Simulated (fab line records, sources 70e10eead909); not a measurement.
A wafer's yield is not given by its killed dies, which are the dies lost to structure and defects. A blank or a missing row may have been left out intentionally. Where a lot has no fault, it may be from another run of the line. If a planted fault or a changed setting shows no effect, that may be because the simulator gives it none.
fab line records | flow nand-harc
record: lots: 13 wafers: 39 last-day: 25
route steps=1159 shown A_M0@1016 A_BONDPAD@1089 THIN_TSV@1116 END@1159
lots that met no fault: from a run of the same line without faults
start-h: hours from the record's opening day to when the first of the lot's shown wafers began | wait-h: time in hours since the lot's previous step | " as in the row above | L1.1+2: a row that stands for several wafers | - either no value or no given start | * or withheld: withheld | < > ~ a bound
route shown NAME@n: NAME is a module with steps in the file, n the number in the route of the first one | usual: average and standard deviation across the fault-free wafers | same: alike in all rows | chamber/n: place in a boat | sites: each site's reading | _std_site: standard deviation of those values | _edge_site: inner sites' mean taken away from outer sites' mean | radius-mm: how far each site lies from the wafer's centre | mask NAME#n: copy n | behind: the tool/chamber that last shaped the wafer | hold: why the lot went on hold/how many hours it stayed there/how the hold came to an end | device: transistor that didn't switch, given as n, p or np | end of line: tests run on the same wafers once the route is complete | a step given without rows: its recipe and nothing more | killed: dies that structure and defects cost at the first sort, which is not the same as the wafer's yield | map: a wafer's dies, x killed, . not, _ none there
set.NAME: the setting that was run; set.NAME@STEP: the one run at that earlier step | model.NAME: the simulator's own value behind a step, which no gauge read
one table for each step of the route and one row for each wafer, over a sample of lots
services: a tool's chamber out of use, with start hour (start-h, from the record's first day; less than 0 if before it), hours out, and reason
== steps ==
step: NHARC_A_M0_PVD_21
recipe: target-thk-a: 300 chamber-pressure-pa: 5 power-w: 5000 substrate-temp-c: 30 time-s: 20.49 material: Cu
usual: cathode-dc-power-W: 5000.1/0.89 throttle-valve-pct: 30.4/0.87
columns lot.wafer tool chamber start-h wait-h cathode-dc-power-W throttle-valve-pct
L810.2 pvd-sputter-01 - 396.68 - 5001.0 30.9
L810.3 " - " " 5000.8 30.0
L810.1 " - " " 5001.5 29.3
L811.1 pvd-sputter-01 - 402.24 - 4999.8 30.8
L811.2 " - " " 5001.0 30.2
L811.3 " - " " 5000.0 29.2
L813.3 pvd-sputter-03 - 408.71 - 4999.8 31.3
L813.1 " - " " 5001.6 29.8
L813.6 " - " " 5000.0 30.2
L812.4 pvd-sputter-01 - 412.98 - 5001.1 31.2
L812.1 " - " " 5000.4 29.2
L812.6 " - " " 4999.7 30.8
L814.1 pvd-sputter-03 - 413.37 - 4999.8 29.6
L814.3 " - " " 4999.8 30.5
L814.6 " - " " 5000.6 29.8
L817.2 pvd-sputter-02 - 431.52 - 4999.7 30.4
L817.3 " - " " 5001.8 30.6
L817.4 " - " " 4998.5 30.3
L823.4 pvd-sputter-01 - 475.39 - 5000.6 31.0
L823.6 " - " " 5000.7 32.2
L823.5 " - " " 5000.5 29.9
L825.3 pvd-sputter-03 - 489.22 - 4998.7 29.5
L825.5 " - " " 4999.9 30.7
L825.6 " - " " 5001.3 29.7
L824.1 pvd-sputter-01 - 498.40 - 4999.9 29.2
L824.4 " - " " 5000.2 32.6
L824.2 " - " " 5001.2 29.8
L826.2 pvd-sputter-02 - 510.20 - 5000.0 30.2
L826.6 " - " " 5001.0 30.0
L826.5 " - " " 5000.5 29.1
L828.2 pvd-sputter-03 - 523.02 - 5000.3 30.1
L828.6 " - " " 4999.8 30.7
L828.5 " - " " 4999.1 29.6
L831.4 pvd-sputter-03 - 527.60 - 4999.8 31.1
L831.1 " - " " 5000.6 30.5
L831.2 " - " " 4998.2 30.6
L833.2 pvd-sputter-02 - 539.07 - 5000.8 30.0
L833.1 " - " " 5001.4 29.9
L833.5 " - " " 5000.0 29.0
step: NHARC_A_BONDPAD_THK_MEAS_20
recipe: thk-meas-gauge: xrf
usual: thk-nm: 169.5/1.5
columns lot.wafer tool chamber start-h wait-h thk-nm
L810.1 film-metro-01 - 407.58 - 171.1
L810.2 " - " " 170.8
L810.3 " - " " 170.7
L811.1 film-metro-01 - 412.73 - 171.2
L811.2 " - " " 168.4
L811.3 " - " " 168.9
L813.1 film-metro-02 - 419.53 - 171.8
L813.3 " - " " 168.0
L813.6 " - " " 168.8
L814.1 film-metro-02 - 423.78 - 169.9
L814.3 " - " " 169.7
L814.6 " - " " 171.5
L812.1 film-metro-02 - 424.16 - 169.5
L812.4 " - " " 170.3
L812.6 " - " " 168.1
L817.2 film-metro-02 - 441.49 - 169.5
L817.3 " - " " 169.3
L817.4 " - " " 168.2
L823.4 film-metro-01 - 485.40 - 170.7
L823.6 " - " " 171.5
L825.3 film-metro-01 - 499.21 - 170.2
L825.5 " - " " 167.9
L825.6 " - " " 168.1
L824.1 film-metro-02 - 508.65 - 167.4
L824.4 " - " " 171.2
L826.2 film-metro-02 - 520.07 - 170.1
L826.5 " - " " 169.0
L826.6 " - " " 169.3
L828.2 film-metro-02 - 533.11 - 171.4
L828.5 " - " " 169.1
L828.6 " - " " 166.9
L831.1 film-metro-02 - 537.70 - 169.9
L831.2 " - " " 169.7
L831.4 " - " " 172.5
L833.1 film-metro-02 - 549.31 - 167.6
L833.2 " - " " 169.3
L833.5 " - " " 168.9
step: NHARC_THIN_TSV_CD_MEAS_12
recipe: target-cd-nm: 1000 landing-energy-ev: 500
usual: cd-nm: 1000.0/2.2
columns lot.wafer tool chamber start-h wait-h cd-nm
L810.1 cd-sem-02 0 421.66 - 1001.8
L810.2 " 0 " " 1000.6
L810.3 " 0 " " 1000.8
L811.1 cd-sem-03 0 427.86 - 999.8
L811.2 " 0 " " 1001.9
L811.3 " 0 " " 1001.1
L813.1 cd-sem-03 0 434.20 - 1002.0
L813.3 " 0 " " 999.5
L813.6 " 0 " " 999.4
L814.1 cd-sem-01 0 435.39 - 1001.2
L814.3 " 0 " " 1000.0
L814.6 " 0 " " 1003.9
L812.1 cd-sem-01 0 439.58 - 1000.9
L812.4 " 0 " " 1004.2
L812.6 " 0 " " 1002.6
L817.2 cd-sem-02 0 454.98 - 999.3
L817.3 " 0 " " 998.2
L817.4 " 0 " " 999.1
L823.4 cd-sem-02 0 497.63 - 998.1
L823.6 " 0 " " 994.7
L825.3 cd-sem-01 0 514.57 - 999.9
L825.5 " 0 " " 998.2
L825.6 " 0 " " 998.4
L824.1 cd-sem-02 0 527.09 - 999.0
L824.4 " 0 " " 999.9
L826.2 cd-sem-01 0 536.25 - 1000.7
L826.5 " 0 " " 997.8
L826.6 " 0 " " 996.8
L828.2 cd-sem-03 0 546.03 - 996.3
L828.5 " 0 " " 998.3
L828.6 " 0 " " 1000.4
L831.1 cd-sem-02 0 552.26 - 998.9
L831.2 " 0 " " 1000.9
L831.4 " 0 " " 999.1
L833.1 cd-sem-01 0 562.33 - 998.1
L833.2 " 0 " " 999.2
L833.5 " 0 " " 1001.7
step: NHARC_THIN_TSV_PRE_CLEAN_50
recipe: time-s: 30 temp-c: 280 gas: H2/He
usual: heater-power-w: 393/33
columns lot.wafer tool chamber start-h wait-h heater-power-w
L810.1 pvd-sputter-03 - - - 430
L810.3 " - " " 386
L810.2 " - " " 443
L811.1 pvd-sputter-01 - - - 407
L811.3 " - " " 394
L811.2 " - " " 385
L813.1 pvd-sputter-02 - - - 346
L813.3 " - " " 335
L813.6 " - " " 344
L814.1 pvd-sputter-02 - - - 416
L814.3 " - " " 398
L814.6 " - " " 347
L812.1 pvd-sputter-03 - - - 383
L812.4 " - " " 414
L812.6 " - " " 430
L817.3 pvd-sputter-02 - - - 412
L817.4 " - " " 400
L817.2 " - " " 346
L823.4 pvd-sputter-03 - - - 434
L823.6 " - " " 439
L825.3 pvd-sputter-02 - - - 407
L825.6 " - " " 329
L825.5 " - " " 404
L824.1 pvd-sputter-01 - - - 387
L824.4 " - " " 422
L826.2 pvd-sputter-01 - - - 376
L826.6 " - " " 421
L826.5 " - " " 360
L828.2 pvd-sputter-02 - - - 407
L828.6 " - " " 333
L828.5 " - " " 323
L831.1 pvd-sputter-02 - - - 391
L831.2 " - " " 342
L831.4 " - " " 421
L833.2 pvd-sputter-02 - - - 343
L833.1 " - " " 409
L833.5 " - " " 345
step: NHARC_END_SORT_01
recipe: temp-c: 25
usual: defect-limited-yield: 95.7/1.4 killed-at-array: 25/9.2 killed-at-other: 0.9/1.3 killed-at-periphery: 3.3/2.3 killed-dies: 29/9.6 killed-open: 3.2/1.8 killed-short: 2/1.4 sort_bin_2_pct: 1.3/0.65 sort_bin_3_pct: 0.25/0.21 sort_bin_4_pct: 2.8/0.9 sort-n-pass: 648/9.6 sort-rim-yield-pct: 94/3 sort-yield-pct: 95.7/1.4
same: gross-dies: 677 sort_bin_5_pct[%]: 0 sort_bin_6_pct[%]: 0 sort_bin_7_pct[%]: 0 sort_bin_8_pct[%]: 0 sort-rim-n-gross: 106.00
columns lot.wafer tool chamber start-h wait-h hold defect-limited-yield[%] killed-at-array killed-at-other killed-at-periphery killed-dies killed-open killed-short sort_bin_2_pct[%] sort_bin_3_pct[%] sort_bin_4_pct[%] sort-n-pass sort-rim-yield-pct[%] sort-yield-pct[%]
L810.1 prober-02 0 435.61 2.5 - 96.8 19 0 3 22 0 5 0.9 0.15 2.2 655 98 96.8
L810.2 prober-02 0 436.40 2.8 - 96.0 17 3 7 27 2 3 1.5 0.15 2.4 650 95 96.0
L810.3 prober-02 0 437.19 3.1 - 96.9 12 0 9 21 1 1 0.9 0.30 1.9 656 97 96.9
L811.1 prober-01 0 443.28 2.5 - 93.8 39 0 3 42 5 5 0.9 0.44 4.9 635 96 93.8
L811.2 prober-01 0 444.09 2.8 - 96.0 27 0 0 27 1 2 1.0 0 3.0 650 94 96.0
L811.3 prober-01 0 444.90 3.1 - 96.2 25 1 0 26 2 1 1.5 0.15 2.2 651 95 96.2
L814.1 prober-01 0 451.13 2.5 - 95.6 22 3 5 30 2 5 1.3 0.59 2.5 647 92 95.6
L814.3 prober-01 0 452.75 3.1 - 96.0 25 1 1 27 1 2 1.3 0 2.7 650 92 96.0
L814.6 prober-01 0 455.20 4.1 - 95.1 27 1 5 33 6 4 1.6 0 3.2 644 90 95.1
L813.1 prober-02 0 455.77 2.5 - 96.9 18 0 3 21 1 2 1.0 0.15 1.9 656 94 96.9
L813.3 prober-02 0 457.36 3.1 - 97.6 15 0 1 16 0 0 0.6 0 1.8 661 96 97.6
L813.6 prober-02 0 459.75 4.0 - 96.6 18 0 5 23 3 3 1.2 0.30 1.9 654 97 96.6
L812.1 prober-01 0 459.03 2.5 - 95.0 31 0 3 34 2 4 1.6 0.44 3.0 643 93 95.0
L812.4 prober-01 0 461.39 3.4 - 95.4 22 1 8 31 6 1 1.9 0.15 2.5 646 94 95.4
L812.6 prober-01 0 462.97 3.9 - 95.0 30 0 4 34 3 2 1.8 0.44 2.8 643 94 95.0
L817.2 prober-02 0 471.06 2.8 - 95.0 33 0 1 34 4 1 2.2 0.30 2.5 643 92 95.0
L817.3 prober-02 0 471.86 3.1 - 94.4 38 0 0 38 3 1 1.3 0.44 3.8 639 92 94.4
L817.4 prober-02 0 472.66 3.4 - 94.4 37 0 1 38 6 1 1.9 0.59 3.1 639 87 94.4
L823.4 prober-01 0 514.67 3.4 await-dispo/3.3h/release 96.6 20 0 3 23 6 2 1.0 0.15 2.2 654 99 96.6
L823.5 prober-01 0 515.48 3.7 await-dispo/3.3h/release 0 676 0 1 677 3 3 97.5 0.30 2.2 0 0 0
L823.6 prober-01 0 516.29 4.1 await-dispo/3.3h/release 96.9 20 0 1 21 3 0 0.6 0 2.5 656 97 96.9
L825.3 prober-01 0 531.11 3.1 - 97.0 12 4 4 20 9 1 1.3 0.15 1.5 657 97 97.0
L825.5 prober-01 0 532.71 3.7 - 97.8 10 1 4 15 2 2 0.7 0 1.5 662 97 97.8
L825.6 prober-01 0 533.52 4.0 - 96.9 13 4 4 21 4 2 0.4 0 2.7 656 98 96.9
L824.1 prober-02 0 542.04 2.5 await-dispo/3.8h/release 96.0 24 2 1 27 3 5 1.0 0.44 2.5 650 96 96.0
L824.2 prober-02 0 542.82 2.8 await-dispo/3.8h/release 0 674 2 1 677 0 2 97.2 0.74 2.1 0 0 0
L824.4 prober-02 0 544.38 3.3 await-dispo/3.8h/release 95.1 27 5 1 33 4 5 1.9 0.44 2.5 644 97 95.1
L826.2 prober-01 0 552.47 2.8 - 95.6 25 0 5 30 2 3 1.0 0.59 2.8 647 93 95.6
L826.5 prober-01 0 554.90 3.7 - 93.9 37 1 3 41 1 3 2.1 0.15 3.8 636 89 93.9
L826.6 prober-01 0 555.71 4.0 - 94.4 36 0 2 38 3 2 2.2 0.44 3.0 639 88 94.4
L828.2 prober-02 0 568.04 2.8 - 95.1 29 1 3 33 3 2 2.2 0.44 2.2 644 88 95.1
L828.5 prober-02 0 570.39 3.6 - 94.8 31 0 4 35 4 1 1.3 0.74 3.1 642 90 94.8
L828.6 prober-02 0 571.17 3.9 - 93.6 37 0 6 43 3 0 2.7 0.30 3.4 634 92 93.6
L831.1 prober-02 0 575.00 2.5 - 93.5 39 0 5 44 2 1 2.4 0.59 3.5 633 85 93.5
L831.2 prober-02 0 575.80 2.8 - 92.6 43 1 6 50 4 1 3.1 0.15 4.1 627 91 92.6
L831.4 prober-02 0 577.40 3.4 - 93.8 38 1 3 42 1 0 1.3 0.30 4.6 635 92 93.8
L833.1 prober-02 0 590.49 2.5 - 96.5 23 0 1 24 0 3 1.3 0.15 2.1 653 94 96.5
L833.2 prober-02 0 591.29 2.8 - 96.8 20 0 2 22 2 4 1.5 0.30 1.5 655 96 96.8
L833.5 prober-02 0 593.70 3.7 - 96.6 19 1 3 23 3 0 0.7 0.15 2.5 654 92 96.6
killed by level:class
L810.1 A_CHANNEL_FILL_D1:chamber-film-flake=4 A_WL_FILL:geometric-particle:short=2 P_STI:chamber-film-flake=2 A_STAIRCASE:chamber-film-flake=2 A_SLIT:chamber-film-flake=2 A_WL_FILL:chamber-film-flake=2 A_SOURCE_PLATE:geometric-particle:short=1 A_ONON_D1:geometric-particle:short=1
L810.2 P_STI:chamber-film-flake=4 A_CHANNEL_HOLE_D1:chamber-film-flake=3 A_WL_FILL:chamber-film-flake=3 THIN_TSV:chamber-film-flake=3 A_CHANNEL_FILL_D1:geometric-particle:short=2 A_M0:geometric-particle:open=2 A_CHANNEL_FILL_D1:chamber-film-flake=2 A_STAIRCASE:chamber-film-flake=2
L810.3 A_CHANNEL_FILL_D1:chamber-film-flake=5 P_STI:chamber-film-flake=4 P_M0:chamber-film-flake=2 A_STAIRCASE:chamber-film-flake=2 P_CONTACT:geometric-particle:open=1 A_CONTACT:geometric-particle:short=1 P_ZERO_WELL:chamber-film-flake=1 P_GATE:chamber-film-flake=1
L811.1 A_CHANNEL_HOLE_D1:chamber-film-flake=14 A_SLIT:chamber-film-flake=9 A_WL_FILL:chamber-film-flake=4 A_CONTACT:chamber-film-flake=3 P_CONTACT:geometric-particle:open=2 A_CHANNEL_FILL_D1:geometric-particle:short=2 A_WL_FILL:geometric-particle:short=2 A_CHANNEL_FILL_D1:geometric-particle:open=1
L811.2 A_CHANNEL_HOLE_D1:chamber-film-flake=7 A_SLIT:chamber-film-flake=5 A_WL_FILL:chamber-film-flake=5 A_CONTACT:chamber-film-flake=5 A_STAIRCASE:chamber-film-flake=2 A_CHANNEL_HOLE_D1:geometric-particle:short=1 A_CHANNEL_FILL_D1:geometric-particle:short=1 A_CONTACT:geometric-particle:open=1
L811.3 A_CHANNEL_HOLE_D1:chamber-film-flake=11 A_SLIT:chamber-film-flake=5 A_STAIRCASE:chamber-film-flake=4 A_WL_FILL:chamber-film-flake=2 A_ONON_D1:geometric-particle:short=1 A_CHANNEL_FILL_D1:geometric-particle:open=1 A_BLC:geometric-particle:open=1 THIN_TSV:chamber-film-flake=1
L814.1 A_CHANNEL_HOLE_D1:chamber-film-flake=9 A_SLIT:chamber-film-flake=4 A_STAIRCASE:chamber-film-flake=3 THIN_TSV:chamber-film-flake=3 A_CONTACT:geometric-particle:open=2 P_STI:chamber-film-flake=2 P_STI:geometric-particle:short=1 P_M0:geometric-particle:short=1
L814.3 A_SLIT:chamber-film-flake=9 A_CHANNEL_HOLE_D1:chamber-film-flake=8 A_STAIRCASE:chamber-film-flake=3 A_CONTACT:chamber-film-flake=2 P_GATE:geometric-particle:open=1 A_WL_FILL:geometric-particle:short=1 STARTING-WAFER:geometric-particle:short=1 A_ZERO_WELL:chamber-film-flake=1
L814.6 A_SLIT:chamber-film-flake=7 A_CHANNEL_HOLE_D1:chamber-film-flake=5 A_STAIRCASE:chamber-film-flake=4 A_CHANNEL_FILL_D1:geometric-particle:short=3 A_WL_FILL:chamber-film-flake=2 P_STI:chamber-film-flake=2 A_ZERO_WELL:chamber-film-flake=2 P_CONTACT:geometric-particle:open=1
L813.1 A_SLIT:chamber-film-flake=5 A_CHANNEL_HOLE_D1:chamber-film-flake=4 A_CONTACT:chamber-film-flake=4 A_STAIRCASE:chamber-film-flake=3 P_CONTACT:chamber-film-flake=2 P_CONTACT:geometric-particle:open=1 A_ONON_D1:geometric-particle:short=1 A_CONTACT:geometric-particle:short=1
L813.3 A_STAIRCASE:chamber-film-flake=4 A_SLIT:chamber-film-flake=4 A_WL_FILL:chamber-film-flake=3 A_CONTACT:chamber-film-flake=3 P_CONTACT:chamber-film-flake=1 A_CHANNEL_HOLE_D1:chamber-film-flake=1
L812.1 A_CONTACT:chamber-film-flake=12 A_CHANNEL_HOLE_D1:chamber-film-flake=8 A_STAIRCASE:chamber-film-flake=2 A_SLIT:chamber-film-flake=2 A_WL_FILL:chamber-film-flake=2 P_M0:geometric-particle:open=1 A_CHANNEL_HOLE_D1:geometric-particle:short=1 A_CHANNEL_FILL_D1:geometric-particle:short=1
L813.6 A_STAIRCASE:chamber-film-flake=6 A_SLIT:chamber-film-flake=3 A_CONTACT:chamber-film-flake=3 P_GATE:chamber-film-flake=2 A_CHANNEL_FILL_D1:chamber-film-flake=2 P_STI:geometric-particle:short=1 P_M0:geometric-particle:short=1 P_M0:geometric-particle:open=1
L812.4 A_CHANNEL_HOLE_D1:chamber-film-flake=9 P_M1:chamber-film-flake=4 A_STAIRCASE:chamber-film-flake=4 A_CONTACT:chamber-film-flake=3 P_M2:geometric-particle:open=2 P_GATE:geometric-particle:open=1 A_CHANNEL_FILL_D1:geometric-particle:short=1 A_WL_FILL:geometric-particle:open=1
L812.6 A_CHANNEL_HOLE_D1:chamber-film-flake=13 A_CONTACT:chamber-film-flake=7 A_WL_FILL:chamber-film-flake=4 A_STAIRCASE:chamber-film-flake=3 P_CONTACT:geometric-particle:short=1 P_M2:geometric-particle:open=1 A_ONON_D1:geometric-particle:short=1 A_BLC:geometric-particle:open=1
L817.2 A_CHANNEL_HOLE_D1:chamber-film-flake=14 A_SLIT:chamber-film-flake=7 A_STAIRCASE:chamber-film-flake=4 A_CONTACT:chamber-film-flake=3 A_CONTACT:geometric-particle:open=2 P_M0:geometric-particle:open=1 A_CHANNEL_HOLE_D1:geometric-particle:short=1 A_M0:geometric-particle:open=1
L817.3 A_CHANNEL_HOLE_D1:chamber-film-flake=17 A_SLIT:chamber-film-flake=9 A_CONTACT:chamber-film-flake=5 A_CONTACT:geometric-particle:open=2 A_STAIRCASE:chamber-film-flake=2 A_STAIRCASE:geometric-particle:open=1 A_M0:geometric-particle:short=1 A_BONDPAD:chamber-film-flake=1
L817.4 A_CHANNEL_HOLE_D1:chamber-film-flake=12 A_STAIRCASE:chamber-film-flake=7 A_SLIT:chamber-film-flake=6 A_CONTACT:chamber-film-flake=4 A_CHANNEL_FILL_D1:geometric-particle:open=2 P_M0:geometric-particle:open=1 A_SOURCE_PLATE:geometric-particle:open=1 A_ONON_D1:geometric-particle:open=1
L823.4 A_CONTACT:chamber-film-flake=9 A_STAIRCASE:chamber-film-flake=3 P_CONTACT:geometric-particle:open=2 A_CONTACT:geometric-particle:open=2 P_M0:geometric-particle:open=1 A_SGD_CUT:geometric-particle:short=1 A_BLC:geometric-particle:short=1 A_M0:geometric-particle:open=1
L823.5 A_M0:area-pvd=655 A_STAIRCASE:chamber-film-flake=5 A_CHANNEL_HOLE_D1:chamber-film-flake=4 A_CONTACT:geometric-particle:open=3 A_CONTACT:chamber-film-flake=3 A_SGD_CUT:chamber-film-flake=2 A_WL_FILL:chamber-film-flake=2 P_M0:geometric-particle:short=1
L823.6 A_CONTACT:chamber-film-flake=7 A_SGD_CUT:chamber-film-flake=4 A_CHANNEL_HOLE_D1:chamber-film-flake=3 A_STAIRCASE:chamber-film-flake=3 P_CONTACT:geometric-particle:open=1 A_ONON_D1:geometric-particle:open=1 A_CHANNEL_FILL_D1:geometric-particle:open=1 A_WL_FILL:chamber-film-flake=1
L825.3 THIN_TSV:chamber-film-flake=3 A_CONTACT:geometric-particle:open=2 A_CHANNEL_HOLE_D1:chamber-film-flake=2 A_CONTACT:chamber-film-flake=2 P_CONTACT:geometric-particle:open=1 P_M0:geometric-particle:open=1 A_SOURCE_PLATE:geometric-particle:open=1 A_CHANNEL_FILL_D1:geometric-particle:open=1
L825.5 A_CHANNEL_HOLE_D1:chamber-film-flake=6 P_M1:geometric-particle:open=1 P_M2:geometric-particle:open=1 P_M2:geometric-particle:short=1 A_WL_FILL:geometric-particle:short=1 P_STI:chamber-film-flake=1 A_STAIRCASE:chamber-film-flake=1 A_CONTACT:chamber-film-flake=1
L825.6 THIN_TSV:chamber-film-flake=4 A_WL_FILL:geometric-particle:open=2 A_CHANNEL_HOLE_D1:chamber-film-flake=2 A_CHANNEL_FILL_D1:chamber-film-flake=2 A_STAIRCASE:chamber-film-flake=2 P_GATE:geometric-particle:short=1 P_GATE:geometric-particle:open=1 A_WL_FILL:geometric-particle:short=1
L824.1 A_STAIRCASE:chamber-film-flake=6 A_SLIT:chamber-film-flake=5 A_CONTACT:chamber-film-flake=3 A_CONTACT:geometric-particle:short=2 A_CHANNEL_HOLE_D1:chamber-film-flake=2 THIN_TSV:chamber-film-flake=2 P_M0:geometric-particle:open=1 A_CHANNEL_FILL_D1:geometric-particle:short=1
L824.2 A_M0:area-pvd=652 A_STAIRCASE:chamber-film-flake=11 A_CHANNEL_HOLE_D1:chamber-film-flake=6 A_SLIT:chamber-film-flake=3 P_CONTACT:geometric-particle:short=1 STARTING-WAFER:geometric-particle:short=1 A_CONTACT:chamber-film-flake=1 A_M1:chamber-film-flake=1
L824.4 A_STAIRCASE:chamber-film-flake=9 A_CHANNEL_HOLE_D1:chamber-film-flake=5 THIN_TSV:chamber-film-flake=5 A_WL_FILL:geometric-particle:short=4 A_SLIT:chamber-film-flake=4 A_ONON_D1:geometric-particle:open=2 P_M0:geometric-particle:open=1 A_M0:geometric-particle:short=1
L826.2 A_SLIT:chamber-film-flake=11 A_CHANNEL_HOLE_D1:chamber-film-flake=7 A_CONTACT:chamber-film-flake=3 A_CONTACT:geometric-particle:short=2 A_CONTACT:geometric-particle:open=2 P_ZERO_WELL:chamber-film-flake=2 P_CONTACT:chamber-film-flake=2 P_M0:geometric-particle:short=1
L826.5 A_CHANNEL_HOLE_D1:chamber-film-flake=14 A_SLIT:chamber-film-flake=13 A_CONTACT:chamber-film-flake=4 P_CONTACT:chamber-film-flake=2 A_ONON_D1:geometric-particle:short=1 A_CHANNEL_FILL_D1:geometric-particle:short=1 A_CHANNEL_FILL_D1:geometric-particle:open=1 P_ZERO_WELL:chamber-film-flake=1
L826.6 A_CHANNEL_HOLE_D1:chamber-film-flake=17 A_SLIT:chamber-film-flake=9 A_CONTACT:chamber-film-flake=3 A_CONTACT:geometric-particle:open=2 P_M1:chamber-film-flake=2 A_CHANNEL_FILL_D1:chamber-film-flake=2 A_SGD_CUT:geometric-particle:open=1 A_SGD_CUT:geometric-particle:short=1
L828.2 A_CHANNEL_HOLE_D1:chamber-film-flake=11 A_SLIT:chamber-film-flake=8 A_CONTACT:chamber-film-flake=6 A_WL_FILL:geometric-particle:open=2 P_M1:geometric-particle:open=1 P_M1:geometric-particle:short=1 A_CHANNEL_HOLE_D1:geometric-particle:short=1 P_STI:chamber-film-flake=1
L828.5 A_SLIT:chamber-film-flake=11 A_CHANNEL_HOLE_D1:chamber-film-flake=11 A_CONTACT:chamber-film-flake=6 P_CONTACT:geometric-particle:open=1 P_M0:geometric-particle:open=1 A_ONON_D1:geometric-particle:open=1 A_CHANNEL_FILL_D1:geometric-particle:open=1 A_CHANNEL_FILL_D1:geometric-particle:short=1
L828.6 A_CHANNEL_HOLE_D1:chamber-film-flake=20 A_SLIT:chamber-film-flake=11 A_CONTACT:chamber-film-flake=4 P_STI:geometric-particle:open=2 P_STI:chamber-film-flake=2 P_M1:chamber-film-flake=2 A_ONON_D1:geometric-particle:open=1 A_ZERO_WELL:chamber-film-flake=1
L831.1 A_CHANNEL_HOLE_D1:chamber-film-flake=16 A_SLIT:chamber-film-flake=11 A_CONTACT:chamber-film-flake=8 P_M2:chamber-film-flake=4 A_ONON_D1:geometric-particle:open=1 A_CONTACT:geometric-particle:short=1 A_BLC:geometric-particle:open=1 P_GATE:chamber-film-flake=1
L831.2 A_CHANNEL_HOLE_D1:chamber-film-flake=19 A_SLIT:chamber-film-flake=15 A_CONTACT:chamber-film-flake=6 P_GATE:geometric-particle:open=2 P_M2:chamber-film-flake=2 P_GATE:geometric-particle:short=1 A_ONON_D1:geometric-particle:open=1 A_M0:geometric-particle:open=1
L831.4 A_SLIT:chamber-film-flake=14 A_CHANNEL_HOLE_D1:chamber-film-flake=11 A_CONTACT:chamber-film-flake=10 P_M2:chamber-film-flake=3 A_WL_FILL:chamber-film-flake=2 A_BLC:geometric-particle:open=1 THIN_TSV:chamber-film-flake=1
L833.1 A_CHANNEL_HOLE_D1:chamber-film-flake=11 A_CONTACT:chamber-film-flake=6 A_ONON_D1:geometric-particle:short=2 A_CHANNEL_FILL_D1:chamber-film-flake=2 A_CHANNEL_FILL_D1:geometric-particle:short=1 P_GATE:chamber-film-flake=1 A_WL_FILL:chamber-film-flake=1
L833.2 A_CONTACT:chamber-film-flake=6 A_CHANNEL_HOLE_D1:chamber-film-flake=5 A_ONON_D1:geometric-particle:short=2 A_ONON_D1:geometric-particle:open=1 A_SGD_CUT:geometric-particle:short=1 A_WL_FILL:geometric-particle:short=1 A_WL_FILL:geometric-particle:open=1 P_ZERO_WELL:chamber-film-flake=1
L833.5 A_CONTACT:chamber-film-flake=7 A_CHANNEL_HOLE_D1:chamber-film-flake=6 P_M0:geometric-particle:open=1 A_CHANNEL_FILL_D1:geometric-particle:open=1 P_ZERO_WELL:chamber-film-flake=1 A_WL_FILL:geometric-particle:open=1 P_GATE:chamber-film-flake=1 A_ZERO_WELL:chamber-film-flake=1
== services ==
columns tool chamber start-h hours kind
pvd-sputter-02 - 385.65 1.3 repair
pvd-sputter-02 - 392.03 10.0 pm
pvd-sputter-03 - 398.68 3.1 repair
pvd-sputter-02 - 408.58 4.6 repair
pvd-sputter-01 - 420.15 4.5 repair
pvd-sputter-03 - 458.00 10.0 pm
pvd-sputter-01 - 515.20 10.0 pm
pvd-sputter-01 - 553.30 3.9 repair
pvd-sputter-03 - 555.20 2.9 repair
== key ==
first-sign: step: NHARC_END_SORT_01 reading: sort_bin_2_pct direction: up sigmas: 99+ usual: 1.3 struck: 97.3
effect: step: NHARC_END_SORT_01 reading: killed-at-array direction: up sigmas: 70 usual: 25 struck: 675
more-kills-born-at: NHARC_A_M0_PVD_21@pvd-sputter-01: 1307
met-at NHARC_A_M0_PVD_21
struck-lots L823,L824
struck-wafers L823.5,L824.2
later-rows-left-out L823.5,L824.2
not-acting-at NHARC_A_BONDPAD_THK_MEAS_20,NHARC_THIN_TSV_CD_MEAS_12,NHARC_THIN_TSV_PRE_CLEAN_50
onset-between 402.24 475.39
fault: kind: process-parameter-drift tool: pvd-sputter-01 chamber: - onset-h: 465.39 steps: NHARC_A_M0_PVD_21 channel: target-thk-a offset: * shape: step end-h: 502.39 acts-in: * stated: * scope: struck-wafers-only
later-rows-left-out: the simulator's readings of these wafers behind a module that went badly wrong aren't trusted and aren't shown, but for the sort
